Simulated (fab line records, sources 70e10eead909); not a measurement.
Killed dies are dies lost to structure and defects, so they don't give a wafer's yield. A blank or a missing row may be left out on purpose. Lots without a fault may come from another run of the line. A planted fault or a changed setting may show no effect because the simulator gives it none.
fab line records | flow nand_harc
record lots=7 wafers=19 last_day=24
route steps=1159 shown A_ONON_D1@430 END@1159
lots that met no fault: from a run of the same line without faults
start_h: hours from the record's first day to the start of the lot's first wafer shown | wait_h: hours since the lot's step before | " the same as in the row above | L1.1+2: a row that stands for several wafers | - no value, or no start given | * or withheld: withheld | < > ~ a bound
route shown NAME@n: a module of which the file shows steps, and the number in the route of the first | usual: mean/standard deviation of fault-free wafers | same: alike in all rows | chamber/n: place in a boat | sites: the reading at each site | _std_site: their standard deviation | _edge_site: outer sites' mean less inner sites' | radius_mm: how far each site lies from the wafer's centre | mask NAME#n: copy n | behind: the tool/chamber that last shaped the wafer | hold: why the lot was held/for how many hours/how that ended | device: the transistor (n, p or np) that didn't switch | end of line: the same wafers' tests at the end of the route | a step without rows: its recipe alone | killed: dies lost to structure and defects at the first sort, not the wafer's yield | map: a wafer's dies, x killed, . not, _ none there
set.NAME: the setting as run; set.NAME@STEP: as run at that earlier step | model.NAME: the simulator's own value behind a step, which no gauge read
lots at some steps of the route; a table a step, a row a wafer
## steps
# step NHARC_A_ONON_D1_DEP_09
# recipe target_thk_a=10000 n2_flow_sccm=2750 n2o_flow_sccm=2000 nh3_flow_sccm=500 sih4_flow_sccm=210 temp_c=400
# step NHARC_A_ONON_D1_THK_MEAS_11
# recipe thk_meas_gauge=ellipsometry
# usual thk_nm=998/13
# columns lot.wafer tool chamber start_h wait_h thk_nm
L320.3 film_metro-01 - 171.38 - 973
L320.4 " - " " 974
L320.6 " - " " 972
L326.1 film_metro-02 - 213.95 - 1015
L326.3 " - " " 1015
L326.4 " - " " 1014
L328.2 film_metro-01 - 217.56 - 1009
L328.4 " - " " 1009
L328.5 " - " " 1010
L334.2 film_metro-02 - 252.24 - 978
L334.4 " - " " 979
L334.5 " - " " 977
L335.1 film_metro-02 - 272.00 - 993
L335.2 " - " " 991
L335.3 " - " " 992
L337.5 film_metro-01 - 272.03 - 1011
L337.6 " - " " 1011
L338.1 film_metro-02 - 272.35 - 998
L338.5 " - " " 997
# step NHARC_A_ONON_D1_DEP_12
# recipe target_thk_a=10000 n2_flow_sccm=2750 n2o_flow_sccm=2000 nh3_flow_sccm=500 sih4_flow_sccm=210 temp_c=400
# step NHARC_A_ONON_D1_THK_MEAS_14
# recipe thk_meas_gauge=ellipsometry
# usual thk_nm=999/12
# columns lot.wafer tool chamber start_h wait_h thk_nm
L320.3 film_metro-01 - 171.95 - 1000
L320.4 " - " " 999
L320.6 " - " " 1000
L326.1 film_metro-02 - 214.51 - 997
L326.3 " - " " 994
L326.4 " - " " 995
L328.2 film_metro-01 - 218.15 - 990
L328.4 " - " " 989
L328.5 " - " " 990
L334.2 film_metro-01 - 252.80 - 1000
L334.4 " - " " 1000
L334.5 " - " " 1001
L335.1 film_metro-01 - 272.57 - 1018
L335.2 " - " " 1015
L335.3 " - " " 1016
L337.5 film_metro-02 - 272.59 - 1006
L337.6 " - " " 1003
L338.1 film_metro-01 - 272.93 - 995
L338.5 " - " " 995
# step NHARC_A_ONON_D1_ANNEAL_15
# recipe temp_c=750 time_s=3600
# step NHARC_A_ONON_D1_DEP_16
# recipe target_thk_a=10000 n2_flow_sccm=2750 n2o_flow_sccm=2000 nh3_flow_sccm=500 sih4_flow_sccm=210 temp_c=400
# step NHARC_A_ONON_D1_THK_MEAS_18
# recipe thk_meas_gauge=ellipsometry
# usual thk_nm=1001/8.7
# columns lot.wafer tool chamber start_h wait_h thk_nm
L320.3 film_metro-02 - 180.92 - 1015
L320.4 " - " " 1014
L320.6 " - " " 1017
L326.1 film_metro-02 - 221.64 - 994
L326.3 " - " " 996
L326.4 " - " " 995
L328.2 film_metro-02 - 225.27 - 991
L328.4 " - " " 989
L328.5 " - " " 990
L334.2 film_metro-01 - 260.23 - 986
L334.4 " - " " 987
L334.5 " - " " 987
L337.5 film_metro-01 - 280.93 - 1012
L337.6 " - " " 1011
L335.1 film_metro-01 - 281.24 - 1001
L335.2 " - " " 1004
L335.3 " - " " 1002
L338.1 film_metro-02 - 281.28 - 995
L338.5 " - " " 995
# step NHARC_A_ONON_D1_DEP_19
# recipe target_thk_a=10000 n2_flow_sccm=2750 n2o_flow_sccm=2000 nh3_flow_sccm=500 sih4_flow_sccm=210 temp_c=400
# step NHARC_A_ONON_D1_THK_MEAS_21
# recipe thk_meas_gauge=ellipsometry
# usual thk_nm=1003/9.5
# columns lot.wafer tool chamber start_h wait_h thk_nm
L320.3 film_metro-01 - 181.50 - 1007
L320.4 " - " " 1007
L320.6 " - " " 1005
L326.1 film_metro-02 - 222.21 - 990
L326.3 " - " " 988
L326.4 " - " " 988
L328.2 film_metro-01 - 225.84 - 1003
L328.4 " - " " 1002
L328.5 " - " " 1003
L334.2 film_metro-02 - 260.79 - 988
L334.4 " - " " 989
L334.5 " - " " 989
L337.5 film_metro-02 - 281.59 - 1022
L337.6 " - " " 1022
L335.1 film_metro-01 - 281.83 - 1005
L335.2 " - " " 1005
L335.3 " - " " 1003
L338.1 film_metro-01 - 281.94 - 1013
L338.5 " - " " 1013
# step NHARC_A_ONON_D1_DEP_22
# recipe target_thk_a=10000 n2_flow_sccm=2750 n2o_flow_sccm=2000 nh3_flow_sccm=500 sih4_flow_sccm=210 temp_c=400
# step NHARC_A_ONON_D1_THK_MEAS_24
# recipe thk_meas_gauge=ellipsometry
# usual thk_nm=1001/11
# columns lot.wafer tool chamber start_h wait_h thk_nm
L320.3 film_metro-01 - 182.06 - 1004
L320.4 " - " " 1005
L320.6 " - " " 1004
L326.1 film_metro-01 - 222.77 - 1011
L326.3 " - " " 1010
L326.4 " - " " 1013
L328.2 film_metro-02 - 226.40 - 1000
L328.4 " - " " 1003
L328.5 " - " " 1001
L334.2 film_metro-01 - 261.35 - 994
L334.4 " - " " 994
L334.5 " - " " 995
L337.5 film_metro-02 - 282.19 - 994
L337.6 " - " " 996
L335.1 film_metro-02 - 282.40 - 994
L335.2 " - " " 994
L335.3 " - " " 993
L338.1 film_metro-01 - 282.54 - 1003
L338.5 " - " " 1001
# step NHARC_A_ONON_D1_DEP_25
# recipe target_thk_a=10000 n2_flow_sccm=2750 n2o_flow_sccm=2000 nh3_flow_sccm=500 sih4_flow_sccm=210 temp_c=400
# columns lot.wafer tool chamber start_h wait_h
L320.3+4+6 pecvd_onon-03 0 182.27 0.2
L326.1+3+4 pecvd_onon-02 0 222.82 0.1
L328.2+4+5 pecvd_onon-02 0 226.51 0.1
L334.2+4+5 pecvd_onon-02 0 261.46 0.1
L337.5+6 pecvd_onon-02 0 282.48 0.3
L335.1+2+3 pecvd_onon-03 0 282.48 0.1
L338.1+5 pecvd_onon-02 0 282.60 0.1
# step NHARC_A_ONON_D1_THK_MEAS_27
# recipe thk_meas_gauge=ellipsometry
# usual thk_nm=999/13
# columns lot.wafer tool chamber start_h wait_h thk_nm
L320.3 film_metro-02 - 182.67 - 1014
L320.4 " - " " 1015
L320.6 " - " " 1014
L326.1 film_metro-01 - 223.33 - 1003
L326.3 " - " " 1002
L326.4 " - " " 1004
L328.2 film_metro-02 - 226.96 - 1003
L328.4 " - " " 1002
L328.5 " - " " 1001
L334.2 film_metro-02 - 261.91 - 1004
L334.4 " - " " 1002
L334.5 " - " " 1288
L337.5 film_metro-01 - 282.76 - 1296
L337.6 " - " " 1009
L335.1 film_metro-02 - 282.99 - 1010
L335.2 " - " " 1008
L335.3 " - " " 1009
L338.1 film_metro-02 - 283.10 - 972
L338.5 " - " " 1259
# step NHARC_A_ONON_D1_DEP_28
# recipe target_thk_a=10000 n2_flow_sccm=2750 n2o_flow_sccm=2000 nh3_flow_sccm=500 sih4_flow_sccm=210 temp_c=400
# step NHARC_END_SORT_01
# recipe temp_c=25
# usual killed_at_array=29/11 killed_at_other=0.5/0.8 killed_at_periphery=3.5/2.8 killed_dies=33/12 killed_open=3.1/1.8 killed_short=1.8/1.4
# same gross_dies=677
# columns lot.wafer tool chamber start_h wait_h killed_at_array killed_at_other killed_at_periphery killed_dies killed_open killed_short
L320.3 prober-02 0 462.63 3.1 10 0 3 13 3 1
L320.4 prober-02 0 463.43 3.4 14 0 1 15 3 1
L320.6 prober-02 0 465.03 4.0 15 0 2 17 4 0
L326.1 prober-02 0 502.06 2.5 30 0 19 49 2 4
L326.3 prober-02 0 503.68 3.1 43 0 8 51 2 0
L326.4 prober-02 0 504.49 3.4 35 0 7 42 1 0
L328.2 prober-01 0 514.75 2.8 20 1 0 21 1 0
L328.4 prober-01 0 516.38 3.4 27 0 2 29 1 2
L328.5 prober-01 0 517.19 3.7 20 0 2 22 5 2
L334.2 prober-02 0 543.43 2.8 34 0 3 37 3 4
L334.4 prober-02 0 545.02 3.4 33 0 3 36 6 4
L334.5 prober-02 0 545.82 3.7 675 0 2 677 0 2
L337.5 prober-02 0 561.34 3.6 674 0 3 677 3 1
L337.6 prober-02 0 562.13 3.9 51 0 4 55 5 2
L338.1 prober-02 0 576.71 2.5 39 3 4 46 2 0
L338.5 prober-02 0 579.95 3.7 670 3 4 677 4 2
# killed by level:class
L320.3 A_CONTACT:chamber_film_flake=3 A_CHANNEL_HOLE_D1:chamber_film_flake=2 P_M0:geometric_particle:open=1 P_M1:geometric_particle:open=1 A_ONON_D1:geometric_particle:open=1 A_M0:geometric_particle:short=1 P_M1:chamber_film_flake=1 A_SLIT:chamber_film_flake=1
L320.4 A_BLC:geometric_particle:open=3 A_CHANNEL_HOLE_D1:chamber_film_flake=2 A_STAIRCASE:chamber_film_flake=2 A_WL_FILL:chamber_film_flake=2 A_M1:chamber_film_flake=2 A_ONON_D1:geometric_particle:short=1 P_GATE:chamber_film_flake=1 A_SLIT:chamber_film_flake=1
L320.6 A_M1:chamber_film_flake=3 P_ZERO_WELL:chamber_film_flake=2 A_STAIRCASE:chamber_film_flake=2 A_CONTACT:chamber_film_flake=2 A_SOURCE_PLATE:geometric_particle:open=1 A_ONON_D1:geometric_particle:open=1 A_WL_FILL:geometric_particle:open=1 A_M0:geometric_particle:open=1
L326.1 A_SLIT:chamber_film_flake=12 P_STI:chamber_film_flake=8 P_CONTACT:chamber_film_flake=7 A_CHANNEL_HOLE_D1:chamber_film_flake=7 P_ZERO_WELL:chamber_film_flake=4 A_CHANNEL_FILL_D1:geometric_particle:short=2 A_CONTACT:chamber_film_flake=2 A_M0:chamber_film_flake=2
L326.3 A_CHANNEL_HOLE_D1:chamber_film_flake=14 A_SLIT:chamber_film_flake=14 A_CONTACT:chamber_film_flake=4 A_WL_FILL:chamber_film_flake=4 P_ZERO_WELL:chamber_film_flake=3 P_CONTACT:chamber_film_flake=3 A_STAIRCASE:chamber_film_flake=3 A_M0:chamber_film_flake=3
L326.4 A_SLIT:chamber_film_flake=14 A_CHANNEL_HOLE_D1:chamber_film_flake=12 P_CONTACT:chamber_film_flake=3 P_ZERO_WELL:chamber_film_flake=2 P_STI:chamber_film_flake=2 A_CHANNEL_FILL_D1:chamber_film_flake=2 A_STAIRCASE:chamber_film_flake=2 A_CONTACT:chamber_film_flake=2
L328.2 A_CONTACT:chamber_film_flake=4 A_M1:chamber_film_flake=4 A_CHANNEL_FILL_D1:chamber_film_flake=3 A_M0:chamber_film_flake=3 A_CHANNEL_HOLE_D1:chamber_film_flake=2 A_STAIRCASE:chamber_film_flake=2 A_CONTACT:geometric_particle:open=1 A_WL_FILL:chamber_film_flake=1
L328.4 A_CHANNEL_HOLE_D1:chamber_film_flake=11 A_CONTACT:chamber_film_flake=6 A_M1:chamber_film_flake=4 A_STAIRCASE:chamber_film_flake=2 A_M0:chamber_film_flake=2 P_M0:geometric_particle:short=1 P_M2:geometric_particle:short=1 A_ONON_D1:geometric_particle:open=1
L328.5 A_CHANNEL_HOLE_D1:chamber_film_flake=6 A_CONTACT:chamber_film_flake=4 A_BLC:geometric_particle:open=2 A_STAIRCASE:chamber_film_flake=2 P_GATE:geometric_particle:open=1 P_M0:geometric_particle:short=1 A_CHANNEL_HOLE_D1:geometric_particle:short=1 A_SGD_CUT:geometric_particle:open=1
L334.2 A_CHANNEL_HOLE_D1:chamber_film_flake=17 A_STAIRCASE:chamber_film_flake=5 A_CONTACT:chamber_film_flake=3 A_M0:geometric_particle:short=2 A_CHANNEL_FILL_D1:chamber_film_flake=2 A_SLIT:chamber_film_flake=2 P_GATE:geometric_particle:open=1 P_M0:geometric_particle:open=1
L334.4 A_CHANNEL_HOLE_D1:chamber_film_flake=19 A_ONON_D1:geometric_particle:short=2 A_M0:geometric_particle:open=2 A_CONTACT:chamber_film_flake=2 P_CONTACT:geometric_particle:open=1 A_ONON_D1:geometric_particle:open=1 A_CHANNEL_FILL_D1:geometric_particle:short=1 A_CHANNEL_FILL_D1:geometric_particle:open=1
L334.5 A_ONON_D1:area_dep=642 A_CHANNEL_HOLE_D1:chamber_film_flake=15 A_CONTACT:chamber_film_flake=7 A_SLIT:chamber_film_flake=4 A_STAIRCASE:chamber_film_flake=3 A_CHANNEL_FILL_D1:chamber_film_flake=2 P_M2:geometric_particle:short=1 A_CHANNEL_HOLE_D1:geometric_particle:short=1
L337.5 A_ONON_D1:area_dep=630 A_CHANNEL_HOLE_D1:chamber_film_flake=17 A_SLIT:chamber_film_flake=16 A_STAIRCASE:chamber_film_flake=8 P_STI:chamber_film_flake=2 P_CONTACT:geometric_particle:open=1 A_ONON_D1:geometric_particle:short=1 A_WL_FILL:geometric_particle:open=1
L337.6 A_CHANNEL_HOLE_D1:chamber_film_flake=21 A_SLIT:chamber_film_flake=18 A_STAIRCASE:chamber_film_flake=4 P_STI:chamber_film_flake=3 A_CHANNEL_FILL_D1:geometric_particle:open=2 A_CONTACT:chamber_film_flake=2 P_M0:geometric_particle:short=1 A_ONON_D1:geometric_particle:short=1
L338.1 A_SLIT:chamber_film_flake=18 A_CHANNEL_HOLE_D1:chamber_film_flake=12 A_CONTACT:chamber_film_flake=3 THIN_TSV:chamber_film_flake=3 P_GATE:chamber_film_flake=2 P_M1:chamber_film_flake=2 A_BLC:chamber_film_flake=2 A_CONTACT:geometric_particle:open=1
L338.5 A_ONON_D1:area_dep=636 A_SLIT:chamber_film_flake=19 A_CONTACT:chamber_film_flake=4 A_CHANNEL_HOLE_D1:chamber_film_flake=3 THIN_TSV:chamber_film_flake=3 A_WL_FILL:geometric_particle:open=2 P_STI:chamber_film_flake=2 A_ONON_D1:geometric_particle:short=1
# map L334.5 (x killed, . not)
____________x____________
_________xxxxxxx_________
_______xxxxxxxxxxx_______
______xxxxxxxxxxxxx______
_____xxxxxxxxxxxxxxx_____
____xxxxxxxxxxxxxxxxx____
____xxxxxxxxxxxxxxxxx____
___xxxxxxxxxxxxxxxxxxx___
___xxxxxxxxxxxxxxxxxxx___
__xxxxxxxxxxxxxxxxxxxxx__
__xxxxxxxxxxxxxxxxxxxxx__
_xxxxxxxxxxxxxxxxxxxxxxx_
_xxxxxxxxxxxxxxxxxxxxxxx_
_xxxxxxxxxxxxxxxxxxxxxxx_
_xxxxxxxxxxxxxxxxxxxxxxx_
_xxxxxxxxxxxxxxxxxxxxxxx_
xxxxxxxxxxxxxxxxxxxxxxxxx
xxxxxxxxxxxxxxxxxxxxxxxxx
xxxxxxxxxxxxxxxxxxxxxxxxx
xxxxxxxxxxxxxxxxxxxxxxxxx
xxxxxxxxxxxxxxxxxxxxxxxxx
_xxxxxxxxxxxxxxxxxxxxxxx_
_xxxxxxxxxxxxxxxxxxxxxxx_
_xxxxxxxxxxxxxxxxxxxxxxx_
_xxxxxxxxxxxxxxxxxxxxxxx_
_xxxxxxxxxxxxxxxxxxxxxxx_
__xxxxxxxxxxxxxxxxxxxxx__
__xxxxxxxxxxxxxxxxxxxxx__
___xxxxxxxxxxxxxxxxxxx___
___xxxxxxxxxxxxxxxxxxx___
____xxxxxxxxxxxxxxxxx____
____xxxxxxxxxxxxxxxxx____
_____xxxxxxxxxxxxxxx_____
______xxxxxxxxxxxxx______
_______xxxxxxxxxxx_______
_________xxxxxxx_________
____________x____________
# map L337.5 (x killed, . not)
____________x____________
_________xxxxxxx_________
_______xxxxxxxxxxx_______
______xxxxxxxxxxxxx______
_____xxxxxxxxxxxxxxx_____
____xxxxxxxxxxxxxxxxx____
____xxxxxxxxxxxxxxxxx____
___xxxxxxxxxxxxxxxxxxx___
___xxxxxxxxxxxxxxxxxxx___
__xxxxxxxxxxxxxxxxxxxxx__
__xxxxxxxxxxxxxxxxxxxxx__
_xxxxxxxxxxxxxxxxxxxxxxx_
_xxxxxxxxxxxxxxxxxxxxxxx_
_xxxxxxxxxxxxxxxxxxxxxxx_
_xxxxxxxxxxxxxxxxxxxxxxx_
_xxxxxxxxxxxxxxxxxxxxxxx_
xxxxxxxxxxxxxxxxxxxxxxxxx
xxxxxxxxxxxxxxxxxxxxxxxxx
xxxxxxxxxxxxxxxxxxxxxxxxx
xxxxxxxxxxxxxxxxxxxxxxxxx
xxxxxxxxxxxxxxxxxxxxxxxxx
_xxxxxxxxxxxxxxxxxxxxxxx_
_xxxxxxxxxxxxxxxxxxxxxxx_
_xxxxxxxxxxxxxxxxxxxxxxx_
_xxxxxxxxxxxxxxxxxxxxxxx_
_xxxxxxxxxxxxxxxxxxxxxxx_
__xxxxxxxxxxxxxxxxxxxxx__
__xxxxxxxxxxxxxxxxxxxxx__
___xxxxxxxxxxxxxxxxxxx___
___xxxxxxxxxxxxxxxxxxx___
____xxxxxxxxxxxxxxxxx____
____xxxxxxxxxxxxxxxxx____
_____xxxxxxxxxxxxxxx_____
______xxxxxxxxxxxxx______
_______xxxxxxxxxxx_______
_________xxxxxxx_________
____________x____________
## key
first_sign step=NHARC_A_ONON_D1_THK_MEAS_27 reading=thk_nm direction=up sigmas=22 usual=999 struck=1281
effect step=NHARC_END_SORT_01 reading=killed_at_array direction=up sigmas=57 usual=29 struck=673
more_kills_born_at NHARC_A_ONON_D1_DEP_25@pecvd_onon-02=1908
met_at NHARC_A_ONON_D1_DEP_25
struck_wafers L334.5,L337.5,L338.5
later_rows_left_out L334.5,L337.5,L338.5
tester_left_out L334,L337,L338
onset_between 226.51 261.46
fault kind=process_parameter_drift tool=pecvd_onon-02 chamber=- onset_h=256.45 steps=NHARC_A_ONON_D1_DEP_25 channel=target_thk_a offset=* shape=step end_h=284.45 scope=struck_wafers_only acts_in=* stated=*
# tester_left_out: of these lots the tester's yield and bins aren't shown, on N5 and GAA mostly nor the transistor test; their killed dies are dies lost to structure and defects alone, not to doping, threshold or leakage, so they don't give the yield
# later_rows_left_out: the simulator's readings of these wafers behind a module that went badly wrong aren't trusted and aren't shown, but for the sort
